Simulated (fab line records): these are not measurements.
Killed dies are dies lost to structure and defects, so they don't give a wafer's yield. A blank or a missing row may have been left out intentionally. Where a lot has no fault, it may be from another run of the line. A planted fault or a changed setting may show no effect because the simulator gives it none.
fab line records	flow nandHarc
record: lots: 6	wafers: 18	lastDay: 34
route steps=1302 shown P_GATE@133 END@1302
lots untouched by any fault: they come from a run of this same line in which no faults occurred
startH: start of the lot's first displayed wafer, in hours after the record's first day	waitH: time in hours since the lot's previous step	" unchanged from the row above	L1.1+2: a row that stands for several wafers	- value missing, or start not given	* or withheld: withheld	< > ~ a bound
route shown NAME@n: a module of which the file shows steps, and the number in the route of the first	usual: mean and standard deviation over wafers with no fault	same: alike in all rows	chamber/n: place in a boat	sites: the reading at each site	_std_site: how widely they spread, as a standard deviation	_edge_site: outer sites' mean less inner sites'	radiusMm: for every site, how far away it sits from the centre of the wafer	mask NAME#n: copy n	behind: the last tool/chamber to shape the wafer	hold: the reason the lot was held/the length of the hold in hours/how it ended	device: whichever transistor did not switch (one of n, p or np)	end of line: tests run on the same wafers once the route is complete	a step with no rows: only its recipe	killed: count of dies lost to structure and defects at first sort (not the wafer's yield)	map: dies across one wafer; x = killed, . = not, _ = none there
set.NAME: the setting as run; set.NAME@STEP: as run at that earlier step	model.NAME: the simulator's own value behind a step, which no gauge read
lots seen at some steps along the route; tables by step, rows by wafer
services: a tool's chamber out of use, with start hour (startH, from the record's first day; less than 0 if before it), hours out, and reason
== steps ==
step: NHARC_P_GATE_DEHYDRATE_18
recipe: tempC: 150	timeS: 120
step: NHARC_P_GATE_HMDS_19
recipe: timeS: 30
step: NHARC_P_GATE_COAT_20
recipe: spinRpm: 1500	resistThkNm: 90
step: NHARC_P_GATE_SOFTBAKE_21
recipe: tempC: 105	timeS: 55
step: NHARC_P_GATE_EBR_22
step: NHARC_P_GATE_EXPOSE_23
recipe: na: 1.35	targetCdNm: 120	doseMj: 93.91	maskId: P_GATE
step: NHARC_P_GATE_PEB_24
recipe: pebTempC: 100	pebTimeS: 65
step: NHARC_P_GATE_DEVELOP_25
recipe: developTimeS: 35	devTempC: 23
step: NHARC_P_GATE_CD_MEAS_26
recipe: targetCdNm: 120	landingEnergyEv: 500
usual: cdNm: 120.0/0.73
lot.wafer	tool	chamber	startH	waitH	cdNm
L579.2	cdSem-02	0	207.67	-	119.0
L579.4	"	0	"	"	119.8
L579.5	"	0	"	"	119.4
L580.1	cdSem-02	0	217.65	-	120.1
L580.2	"	0	"	"	119.7
L580.3	"	0	"	"	120.1
L583.1	cdSem-02	0	244.52	-	120.0
L583.3	"	0	"	"	120.9
L583.6	"	0	"	"	120.1
L585.2	cdSem-03	0	270.60	-	119.1
L585.4	"	0	"	"	120.6
L585.6	"	0	"	"	119.5
L590.2	cdSem-03	0	315.36	-	121.5
L590.4	"	0	"	"	121.1
L590.5	"	0	"	"	120.6
L591.1	cdSem-01	0	332.67	-	119.9
L591.2	"	0	"	"	120.2
L591.6	"	0	"	"	119.9
step: NHARC_P_GATE_OVL_MEAS_27
usual: overlayXNm: 0.0/0.83	overlayYNm: 0.2/0.89
lot.wafer	tool	chamber	startH	waitH	overlayXNm	overlayYNm
L579.2	overlay-02	-	207.76	-	-0.3	-1.7
L579.4	"	-	"	"	-0.3	-1.4
L579.5	"	-	"	"	0.2	-1.6
L580.1	overlay-02	-	217.74	-	-1.9	0.3
L580.2	"	-	"	"	-1.2	0.6
L580.3	"	-	"	"	-2.1	-0.4
L583.1	overlay-01	-	244.61	-	1.7	-0.3
L583.3	"	-	"	"	1.3	-1.0
L583.6	"	-	"	"	1.1	-0.9
L585.2	overlay-02	-	270.68	-	-0.1	1.7
L585.4	"	-	"	"	-0.4	1.7
L585.6	"	-	"	"	-0.4	1.3
L590.2	overlay-02	-	315.45	-	0.2	0.5
L590.4	"	-	"	"	0.0	0.8
L590.5	"	-	"	"	-0.1	0.5
L591.1	overlay-02	-	332.75	-	-1.4	0.1
L591.2	"	-	"	"	-1.4	0.6
L591.6	"	-	"	"	-2.2	1.0
step: NHARC_P_GATE_INSPECT_28
usual: rawDefectCount: 5.7/2.8
lot.wafer	tool	chamber	startH	waitH	rawDefectCount
L579.2	defectInspect-01	-	207.80	0.0	3
L579.4	"	-	"	"	6
L579.5	"	-	"	"	3
L580.1	defectInspect-02	-	217.78	0.0	4
L580.2	"	-	"	"	5
L580.3	"	-	"	"	9
L583.1	defectInspect-02	-	244.65	0.0	4
L583.3	"	-	"	"	6
L583.6	"	-	"	"	6
L585.2	defectInspect-01	-	270.72	0.0	6
L585.4	"	-	"	"	2
L585.6	"	-	"	"	3
L590.2	defectInspect-01	-	315.48	0.0	9
L590.4	"	-	"	"	2
L590.5	"	-	"	"	3
L591.1	defectInspect-01	-	332.79	0.0	5
L591.2	"	-	"	"	8
L591.6	"	-	"	"	8
step: NHARC_P_GATE_DESCUM_31
recipe: timeS: 3	o2FlowSccm: 200	arFlowSccm: 0	biasPowerW: 0	chemistry: O2
step: NHARC_P_GATE_ETCH_104
recipe: targetDepthA: 600	timeS: withheld	cf4FlowSccm: 100	chf3FlowSccm: 30	arFlowSccm: 0	rfW: 500	biasW: 200	chemistry: CF4/CHF3
usual: chamberPressureMTorr: 24.999/0.025	drypumpMotorCurrentA: 5.6/0.4	oesProductAu: 0.943/0.023	rfVppV: 370.8/2	showerheadPlenumPTorr: 1.58/0.054	throttleValvePct: 16.801/0.0098
lot.wafer	tool	chamber	startH	waitH	chamberPressureMTorr	drypumpMotorCurrentA	oesProductAu	rfVppV	showerheadPlenumPTorr	throttleValvePct
L579.4	rieDiel-10	0	207.94	0.1	24.965	6.0	0.950	373.9	1.69	16.797
L579.2	"	2	"	"	25.004	5.8	0.989	371.6	1.59	16.799
L579.5	"	1	"	"	24.957	5.5	0.983	370.0	1.57	16.794
L580.3	rieDiel-10	2	217.95	0.1	25.036	5.8	0.930	371.5	1.59	16.792
L580.1	"	3	"	"	24.957	5.6	0.928	369.5	1.54	16.806
L580.2	"	0	"	"	25.035	6.0	0.917	375.5	1.69	16.808
L583.1	rieDiel-01	0	244.80	0.1	24.943	4.9	0.929	369.6	1.53	16.795
L583.3	"	2	"	"	24.999	6.0	0.925	369.9	1.54	16.804
L583.6	"	0	"	"	24.987	5.0	0.915	369.6	1.53	16.790
L585.4	rieDiel-01	0	270.87	0.1	24.950	4.9	0.927	369.8	1.53	16.806
L585.2	"	3	"	"	25.025	5.1	0.926	368.7	1.52	16.807
L585.6	"	0	"	"	25.035	4.9	0.929	369.0	1.53	16.799
L590.2	rieDiel-03	0	315.63	0.1	25.011	5.4	0.927	372.4	1.62	16.808
L590.4	"	1	"	"	25.010	6.1	0.936	373.1	1.62	16.796
L590.5	"	0	"	"	25.035	5.4	0.929	371.7	1.62	16.801
L591.1	rieDiel-10	2	332.94	0.1	25.007	5.8	0.933	370.6	1.59	16.795
L591.2	"	3	"	"	24.984	5.6	0.925	369.9	1.54	16.801
L591.6	"	1	"	"	24.964	5.5	0.937	372.5	1.57	16.795
step: NHARC_P_GATE_HM_OPEN_105
recipe: targetDepthA: 3600	o2FlowSccm: 400	cosFlowSccm: 20	arFlowSccm: 0	rfW: 500	biasW: 300	chemistry: O2/COS
usual: chamberPressureMTorr: 20.001/0.019	drypumpMotorCurrentA: 5.6/0.4	oesProductAu: 0.999/0.01	rfVppV: 467.3/2.4	showerheadPlenumPTorr: 3.13/0.11	throttleValvePct: 28.330/0.009
lot.wafer	tool	chamber	startH	waitH	chamberPressureMTorr	drypumpMotorCurrentA	oesProductAu	rfHoursCounterH	rfVppV	showerheadPlenumPTorr	throttleValvePct
L579.4	rieDiel-10	3	-	-	20.004	5.6	1.000	7	465.5	3.06	28.321
L579.2	"	0	"	"	20.014	6.0	0.998	8	472.9	3.35	28.335
L579.5	"	3	"	"	20.019	5.6	1.007	-	466.2	3.06	28.346
L580.3	rieDiel-10	2	-	-	19.963	5.8	1.015	10	466.3	3.16	28.316
L580.2	"	3	"	"	20.031	5.6	0.989	8	465.1	3.06	28.339
L580.1	"	0	"	"	20.013	6.0	0.987	9	471.9	3.35	28.337
L583.3	rieDiel-01	3	-	-	20.007	5.1	1.003	2	464.6	3.01	28.324
L583.1	"	0	"	"	20.017	4.9	1.003	2	466.8	3.04	28.326
L583.6	"	3	"	"	19.987	5.1	0.994	-	464.7	3.01	28.337
L585.4	rieDiel-01	3	-	-	19.973	5.1	0.994	3	465.2	3.01	28.318
L585.2	"	2	"	"	20.008	6.0	1.002	3	466.6	3.05	28.336
L585.6	"	0	"	"	20.009	4.9	1.009	-	465.9	3.04	28.323
L590.4	rieDiel-03	3	-	-	20.012	6.1	1.004	1	463.8	2.95	28.330
L590.2	"	1	"	"	20.039	6.1	1.014	3	469.2	3.21	28.331
L590.5	"	3	"	"	19.995	6.1	1.009	-	463.1	2.95	28.324
L591.1	rieDiel-10	3	-	-	19.996	5.6	1.022	4	464.7	3.05	28.334
L591.2	"	1	"	"	20.042	5.5	0.991	3	467.0	3.11	28.319
L591.6	"	3	"	"	20.017	5.6	1.010	-	466.5	3.05	28.337
step: NHARC_P_GATE_STRIP_106
recipe: o2FlowSccm: 400	cosFlowSccm: 20	arFlowSccm: 0	biasW: 0	chemistry: O2/COS
step: NHARC_P_GATE_ETCH_114
recipe: targetDepthA: 300	overetchA: 30	timeS: 16.5	ionEnergyEv: 100	cf4FlowSccm: 80	o2FlowSccm: 20	arFlowSccm: 0	rfW: 300	biasW: 100	chemistry: CF4/O2
step: NHARC_P_GATE_ETCH_32
recipe: targetDepthA: 1500	overEtchFrac: 1	overEtchIonEnergyEv: 40	timeS: 100.1	hbrFlowSccm: 150	cl2FlowSccm: 50	rfW: 400	icpW: 400	biasW: 100	chemistry: HBr/Cl2
usual: chamberPressureMTorr: 15.001/0.012	drypumpMotorCurrentA: 5.8/0.41	oesProductAu: 1.005/0.0092	throttleValvePct: 26.407/0.0092
same: overEtchFrac: 1
lot.wafer	tool	chamber	startH	waitH	chamberPressureMTorr	drypumpMotorCurrentA	oesProductAu	rfHoursCounterH	throttleValvePct
L579.2	rieSi-06	2	208.36	-	15.020	5.6	1.006	0.8	26.415
L579.4	"	1	"	"	14.991	6.2	0.996	-	26.400
L579.5	"	2	"	"	14.993	5.6	1.009	-	26.409
L580.1	rieSi-06	2	218.37	-	14.992	5.6	1.013	0.9	26.414
L580.3	"	3	"	"	14.999	5.9	1.011	0.8	26.419
L580.2	"	1	"	"	14.996	6.2	0.983	0.8	26.419
L583.1	rieSi-02	2	245.17	-	15.007	5.2	1.010	1.0	26.399
L583.3	"	3	"	"	14.991	5.1	0.997	0.8	26.417
L583.6	"	3	"	"	15.009	5.1	0.999	-	26.423
L585.2	rieSi-04	3	271.25	-	14.986	6.2	1.005	0.6	26.397
L585.4	"	2	"	"	15.012	5.2	1.022	0.5	26.410
L585.6	"	3	"	"	14.999	6.2	1.017	-	26.390
L590.2	rieSi-04	2	316.00	-	14.989	5.2	1.006	0.7	26.393
L590.4	"	3	"	"	14.981	6.2	1.015	0.9	26.392
L590.5	"	3	"	"	14.996	6.2	1.012	-	26.409
L591.2	rieSi-04	0	333.31	-	14.990	6.2	1.006	1.0	26.413
L591.1	"	3	"	"	15.012	6.2	1.017	1.1	26.396
L591.6	"	0	"	"	15.022	6.2	1.015	-	26.407
step: NHARC_P_GATE_STRIP_108
recipe: o2FlowSccm: 500	arFlowSccm: 0	biasW: 0	chemistry: O2
step: NHARC_P_GATE_CD_MEAS_33
usual: cdNm: 120.2/2.3
lot.wafer	tool	chamber	startH	waitH	cdNm
L579.2	cdSem-01	-	208.68	-	119.3
L579.4	"	-	"	"	116.3
L579.5	"	-	"	"	118.2
L580.1	cdSem-02	-	218.70	-	122.9
L580.2	"	-	"	"	117.7
L580.3	"	-	"	"	121.0
L583.1	cdSem-03	-	245.54	-	122.9
L583.3	"	-	"	"	118.3
L583.6	"	-	"	"	118.7
L585.2	cdSem-03	-	271.59	-	120.5
L585.4	"	-	"	"	121.0
L585.6	"	-	"	"	120.2
L590.2	cdSem-01	-	316.34	-	116.4
L590.4	"	-	"	"	118.7
L590.5	"	-	"	"	117.8
L591.1	cdSem-02	-	333.64	-	123.2
L591.2	"	-	"	"	119.4
L591.6	"	-	"	"	120.7
step: NHARC_P_GATE_STRIP_35
recipe: timeS: 600	tempC: 130	chemistry: SPM
step: NHARC_P_GATE_PRECLEAN_73
recipe: timeS: *	tempC: 50	bathAgeMin: 0	chemistry: SC1
step: NHARC_P_GATE_SRD_74
step: NHARC_P_GATE_ALD_36
recipe: targetThkA: 200	pulseTimeS: 60	aldCycles: 223	tempC: 400	material: SiNx
usual: heaterPowerW: 827/76	precursorPulseHeightRel: 1.003/0.021
lot.wafer	tool	chamber	startH	waitH	heaterPowerW	precursorPulseHeightRel
L579.4	aldSin-01	0	210.20	-	810	0.981
L579.2	"	1	211.26	-	953	0.985
L579.5	"	3	213.38	-	891	1.041
L580.2	aldSin-03	1	219.16	-	948	1.029
L580.3	"	2	220.22	-	677	1.025
L580.1	"	3	221.27	-	772	0.996
L583.1	aldSin-01	2	248.12	-	911	0.976
L583.3	"	3	249.18	-	886	0.986
L583.6	"	0	250.24	-	818	1.003
L585.2	aldSin-01	3	272.04	-	862	0.993
L585.4	"	0	273.10	-	822	1.039
L585.6	"	3	276.27	-	855	1.006
L590.4	aldSin-04	0	318.90	-	825	1.032
L590.2	"	1	319.96	-	796	0.949
L590.5	"	3	322.06	-	849	1.032
L591.2	aldSin-01	2	334.10	-	894	0.988
L591.1	"	0	336.20	-	848	1.008
L591.6	"	2	338.30	-	917	1.015
step: NHARC_P_GATE_ETCHBACK_37
recipe: targetDepthA: 345	timeS: 17.2	chf3FlowSccm: 50	o2FlowSccm: 10	arFlowSccm: 200	rfW: 500	biasW: 200	chemistry: CHF3/O2
usual: chamberPressureMTorr: 24.996/0.024	drypumpMotorCurrentA: 5.6/0.38	oesProductAu: 0.937/0.026	rfVppV: 370.9/2	showerheadPlenumPTorr: 2.42/0.087	throttleValvePct: 20.571/0.01
lot.wafer	tool	chamber	startH	waitH	chamberPressureMTorr	drypumpMotorCurrentA	oesProductAu	rfHoursCounterH	rfVppV	showerheadPlenumPTorr	throttleValvePct
L579.2	rieDiel-10	3	-	-	25.005	5.6	0.929	9	370.1	2.35	20.559
L579.5	"	2	"	"	24.992	5.8	0.953	-	371.8	2.43	20.594
L579.4	"	0	"	"	25.000	6.0	0.928	-	374.3	2.58	20.569
L580.1	rieDiel-10	0	-	-	25.020	6.0	0.918	10	373.8	2.58	20.570
L580.3	"	2	"	"	24.990	5.8	0.932	10	370.2	2.43	20.558
L580.2	"	3	"	"	25.023	5.6	0.918	9	368.0	2.35	20.563
L583.1	rieDiel-10	3	-	-	25.008	5.6	1.007	0	369.8	2.35	20.564
L583.3	"	0	"	"	25.018	6.0	0.987	0	376.1	2.58	20.572
L583.6	"	2	"	"	25.007	5.8	1.018	-	371.7	2.43	20.586
L585.2	rieDiel-01	0	-	-	24.995	4.9	0.928	3	368.7	2.34	20.558
L585.4	"	1	"	"	25.027	5.5	0.917	3	372.3	2.48	20.562
L585.6	"	0	"	"	24.976	5.0	0.934	-	369.2	2.34	20.573
L590.2	rieDiel-10	2	-	-	25.016	5.8	0.930	4	371.0	2.43	20.571
L590.4	"	3	"	"	24.979	5.6	0.929	4	369.5	2.35	20.583
L590.5	"	2	"	"	25.000	5.8	0.930	-	370.6	2.43	20.570
L591.2	rieDiel-01	0	-	-	25.025	4.9	0.990	6	368.2	2.34	20.564
L591.1	"	3	"	"	25.006	5.1	0.977	7	369.6	2.31	20.582
L591.6	"	1	"	"	24.986	5.5	0.978	-	371.1	2.47	20.582
step: NHARC_P_GATE_STRIP_101
recipe: timeS: 20	o2FlowSccm: 500	arFlowSccm: 0	biasW: 0	chemistry: O2
step: NHARC_P_GATE_PRECLEAN_97
recipe: timeS: 600	tempC: 120	chemistry: SPM
step: NHARC_P_GATE_SRD_98
step: NHARC_P_GATE_PRECLEAN_99
recipe: timeS: *	tempC: 50	bathAgeMin: 0	chemistry: SC1
step: NHARC_P_GATE_SRD_100
step: NHARC_P_GATE_DEHYDRATE_38
recipe: tempC: 150	timeS: 120
step: NHARC_P_GATE_HMDS_39
recipe: timeS: 30
step: NHARC_P_GATE_COAT_40
recipe: spinRpm: 3000
step: NHARC_P_GATE_SOFTBAKE_41
recipe: tempC: 122	timeS: 95
step: NHARC_P_GATE_EBR_42
step: NHARC_P_GATE_EXPOSE_43
recipe: na: 0.6	targetCdNm: 720	doseMj: 14.81	maskId: P_NSD
step: NHARC_P_GATE_PEB_44
recipe: pebTempC: 118	pebTimeS: 85
step: NHARC_P_GATE_DEVELOP_45
recipe: timeS: 70
step: NHARC_P_GATE_CD_MEAS_46
recipe: targetCdNm: 720	landingEnergyEv: 500
usual: cdNm: 720.2/1.6
lot.wafer	tool	chamber	startH	waitH	cdNm
L579.2	cdSem-02	0	219.72	-	718.9
L579.4	"	0	"	"	722.0
L579.5	"	0	"	"	721.2
L580.1	cdSem-03	0	229.69	-	721.7
L580.2	"	0	"	"	719.2
L580.3	"	0	"	"	722.6
L583.1	cdSem-02	0	256.43	-	717.1
L583.3	"	0	"	"	719.2
L583.6	"	0	"	"	719.9
L585.2	cdSem-03	0	282.57	-	721.1
L585.4	"	0	"	"	718.2
L585.6	"	0	"	"	719.6
L590.2	cdSem-02	0	327.31	-	719.2
L590.4	"	0	"	"	720.5
L590.5	"	0	"	"	720.5
L591.1	cdSem-02	0	344.58	-	718.2
L591.2	"	0	"	"	719.8
L591.6	"	0	"	"	722.2
step: NHARC_P_GATE_HARDBAKE_47
recipe: tempC: 125	timeS: 80
step: NHARC_P_GATE_DESCUM_48
recipe: timeS: 3	o2FlowSccm: 200	arFlowSccm: 0	biasPowerW: 0	chemistry: O2
step: NHARC_P_GATE_IMPLANT_49
recipe: energyKev: 30	doseCm2: 3e+15	tiltDeg: 7
step: NHARC_P_GATE_STRIP_111
recipe: powerW: 1500	tempC: 110	timeS: 250	chemistry: N2/H2
usual: drypumpMotorCurrentA: 6.0/0.39	heaterPowerW: 84/5.7
lot.wafer	tool	chamber	startH	waitH	drypumpMotorCurrentA	heaterPowerW	rfHoursCounterH
L579.2	plasmaAsher-01	0	220.29	0.2	6.5	87	8
L579.4	"	0	"	"	6.5	90	-
L579.5	"	1	"	"	5.6	78	-
L580.2	plasmaAsher-01	1	230.45	0.4	5.6	78	11
L580.1	"	0	"	"	6.5	88	11
L580.3	"	0	"	"	6.5	87	-
L583.1	plasmaAsher-01	1	256.96	0.2	5.7	78	16
L583.3	"	1	"	"	5.6	79	-
L583.6	"	0	"	"	6.5	89	-
L585.2	plasmaAsher-01	1	283.14	0.2	5.6	77	22
L585.4	"	0	"	"	6.5	89	-
L585.6	"	0	"	"	6.5	88	-
L590.2	plasmaAsher-01	1	327.90	0.2	5.6	79	32
L590.4	"	1	"	"	5.6	78	-
L590.5	"	0	"	"	6.5	88	-
L591.1	plasmaAsher-02	0	345.17	0.2	6.2	81	18
L591.2	"	1	"	"	5.6	89	18
L591.6	"	0	"	"	6.2	83	-
step: NHARC_P_GATE_INSPECT_68
usual: rawDefectCount: 188/70
lot.wafer	tool	chamber	startH	waitH	rawDefectCount
L579.2	defectInspect-01	-	226.28	0.1	776
L579.4	"	-	"	"	689
L579.5	"	-	"	"	774
L580.1	defectInspect-02	-	237.09	0.3	692
L580.2	"	-	"	"	723
L580.3	"	-	"	"	671
L583.1	defectInspect-02	-	262.97	0.2	141
L583.3	"	-	"	"	102
L583.6	"	-	"	"	154
L585.2	defectInspect-02	-	289.11	0.1	157
L585.4	"	-	"	"	111
L585.6	"	-	"	"	146
L590.2	defectInspect-02	-	333.61	0.1	119
L590.4	"	-	"	"	145
L590.5	"	-	"	"	157
L591.1	defectInspect-01	-	351.19	0.2	218
L591.2	"	-	"	"	256
L591.6	"	-	"	"	149
step: NHARC_END_SORT_01
recipe: tempC: 25
usual: killedAtArray: 53/18	killedAtOther: 1.0/1.2	killedAtPeriphery: 3.6/2.4	killedDies: 58/18	killedOpen: 3.4/1.8	killedShort: 2.3/1.5
same: grossDies: 677
lot.wafer	tool	chamber	startH	waitH	killedAtArray	killedAtOther	killedAtPeriphery	killedDies	killedOpen	killedShort
L579.2	prober-02	0	676.78	2.8	65	1	90	156	3	0
L579.4	prober-02	0	678.37	3.4	64	1	82	147	3	2
L579.5	prober-02	0	679.17	3.7	65	1	48	114	5	3
L580.1	prober-01	0	681.70	2.5	43	2	85	130	1	1
L580.2	prober-01	0	682.50	2.8	37	0	85	122	1	3
L580.3	prober-01	0	683.30	3.1	45	1	87	133	3	2
killed by level:class
L579.2 P_GATE:unspecified=89 A_CHANNEL_HOLE_D1:chamberFilmFlake=34 A_SLIT:chamberFilmFlake=23 A_ZERO_WELL:chamberFilmFlake=2 A_CHANNEL_FILL_D2:chamberFilmFlake=2 P_STI:geometricParticle:open=1 A_ONON_D1:geometricParticle:open=1 A_CHANNEL_HOLE_D1:geometricParticle:open=1
L579.4 P_GATE:unspecified=81 A_CHANNEL_HOLE_D1:chamberFilmFlake=24 A_SLIT:chamberFilmFlake=22 A_CONTACT:chamberFilmFlake=5 A_CHANNEL_FILL_D1:geometricParticle:short=2 A_CHANNEL_FILL_D2:chamberFilmFlake=2 A_STAIRCASE:chamberFilmFlake=2 A_M1:chamberFilmFlake=2
L579.5 P_GATE:unspecified=45 A_CHANNEL_HOLE_D1:chamberFilmFlake=31 A_SLIT:chamberFilmFlake=19 A_CONTACT:chamberFilmFlake=9 A_ONON_D1:geometricParticle:open=2 P_M0:geometricParticle:short=1 P_M0:geometricParticle:open=1 A_DECK1_JOINT:geometricParticle:open=1
L580.1 P_GATE:unspecified=85 A_SLIT:chamberFilmFlake=23 A_CHANNEL_HOLE_D1:chamberFilmFlake=8 A_CONTACT:chamberFilmFlake=3 A_ZERO_WELL:chamberFilmFlake=2 A_CHANNEL_FILL_D2:chamberFilmFlake=2 A_WL_FILL:chamberFilmFlake=2 THIN_TSV:chamberFilmFlake=2
L580.2 P_GATE:unspecified=82 A_SLIT:chamberFilmFlake=21 A_CONTACT:chamberFilmFlake=7 A_SGD_CUT:geometricParticle:short=1 P_M0:geometricParticle:open=1 A_CHANNEL_FILL_D1:geometricParticle:short=1 A_CONTACT:geometricParticle:short=1 P_STI:chamberFilmFlake=1
L580.3 P_GATE:unspecified=85 A_SLIT:chamberFilmFlake=21 A_CHANNEL_HOLE_D1:chamberFilmFlake=8 A_CONTACT:chamberFilmFlake=7 A_SOURCE_PLATE:geometricParticle:open=1 A_CHANNEL_FILL_D1:geometricParticle:short=1 A_DECK1_JOINT:geometricParticle:open=1 A_M1:geometricParticle:open=1
map L579.2 (x killed, . not)
____________.____________
_________......._________
_______..........._______
______............x______
_____..............._____
____.xxx.............____
____xx...............____
___xx.xxxx............___
___xxxxxxx............___
__xxxxxxx.x............__
__xxxxxxxxx...x........__
_.xxxxxxxxx............._
_.xxxxxxxxx............._
_..xxxxxxxx............._
_.xxxxxxxxx............._
_..x.xxxx..............._
...xxxxxx.x.x............
..x..x.xx.x.x.x..........
...x..x...x.xxxx....x....
.....xxx...xxxx......x...
...........xxxxxx........
_.........xxxx.x....xx.._
_.........xx.xxx......x._
_xx.x......xx..x........_
_xxxxxx....x...x........_
_x.x...................._
__xxx.......x..........__
__xxxx.................__
___xx.................___
___xx.................___
____.................____
____x................____
_____..............._____
______.............______
_______..........._______
_________......._________
____________.____________
map L580.3 (x killed, . not)
____________.____________
_________......._________
_______x........x._______
______...x......x..______
_____.x.......x....._____
____.xxx.............____
____..xxxx...........____
___..xxxx.....x.x.....___
___xxxxxxx............___
__x.xxxxxx.............__
__xxxxxxxxx.......x....__
_xxxxxxxxxx............._
_..xxxxxxx.x............_
_..xxxxxx.x......x......_
_.xxxxxxxx..........x..._
_...xxxxx.x......x......_
...xxxxx.................
.....xxxx.......x....x...
......x..................
........x................
.....x...................
_x...x.................._
_.x........x............_
_..........x............_
_x......................_
_.xxxx.................._
__xxxx.................__
__xx.................xx__
___xxx.x..............___
___xx.................___
____x.............xx.____
____..........x..x.xx____
_____.............x._____
______............x______
_______..........._______
_________....x.._________
____________.____________
== services ==
tool	chamber	startH	hours	kind
rieSi-06	1	191.43	9.8	repair
rieSi-06	0	196.19	4.6	repair
rieDiel-01	-	203.88	9.0	pm
rieSi-06	3	206.67	7.6	repair
rieDiel-10	1	208.56	10.6	repair
rieDiel-01	0	216.30	5.2	repair
aldSin-01	2	218.38	5.5	repair
rieDiel-10	1	221.55	2.7	repair
plasmaAsher-02	-	228.52	2.1	repair
aldSin-04	2	234.21	4.1	repair
rieSi-02	1	239.86	16.8	repair
rieDiel-10	-	242.77	9.0	pm
rieSi-06	-	249.00	9.0	pm
plasmaAsher-02	-	249.22	9.0	pm
aldSin-04	3	261.96	17.3	repair
rieSi-06	3	268.19	13.6	repair
rieSi-02	-	277.00	9.0	pm
rieDiel-03	-	281.30	9.0	pm
rieDiel-03	3	291.79	10.1	repair
rieDiel-01	0	296.60	7.8	repair
rieDiel-10	1	318.84	3.5	repair
aldSin-01	0	340.03	34.8	repair
rieSi-04	-	342.00	9.0	pm
plasmaAsher-01	-	342.12	9.0	pm
== key ==
firstSign: step: NHARC_P_GATE_INSPECT_68	reading: rawDefectCount	direction: up	sigmas: 7.6	usual: 188	struck: 721
effect: step: NHARC_END_SORT_01	reading: killedAtPeriphery	direction: up	sigmas: 31	usual: 3.6	struck: 79.5
moreKillsBornAt: NHARC_P_GATE_ETCH_104@rieDiel-10: 467
metAt NHARC_P_GATE_ETCH_104
struckWafers L579.2,L579.4,L579.5,L580.1,L580.2,L580.3
testerLeftOut L579,L580
alsoFits NHARC_P_GATE_ETCH_32:rieSi-06
fault: kind: chamberParticleSource	tool: rieDiel-10	chamber: -	onsetH: 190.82	steps: NHARC_P_GATE_ETCH_104	ratePerVisitCm2: 0.83379	endH: 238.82
testerLeftOut: of these lots the tester's yield and bins aren't shown, on N5 and GAA mostly nor the transistor test; their killed dies are dies lost to structure and defects alone, not to doping, threshold or leakage, so they don't give the yield
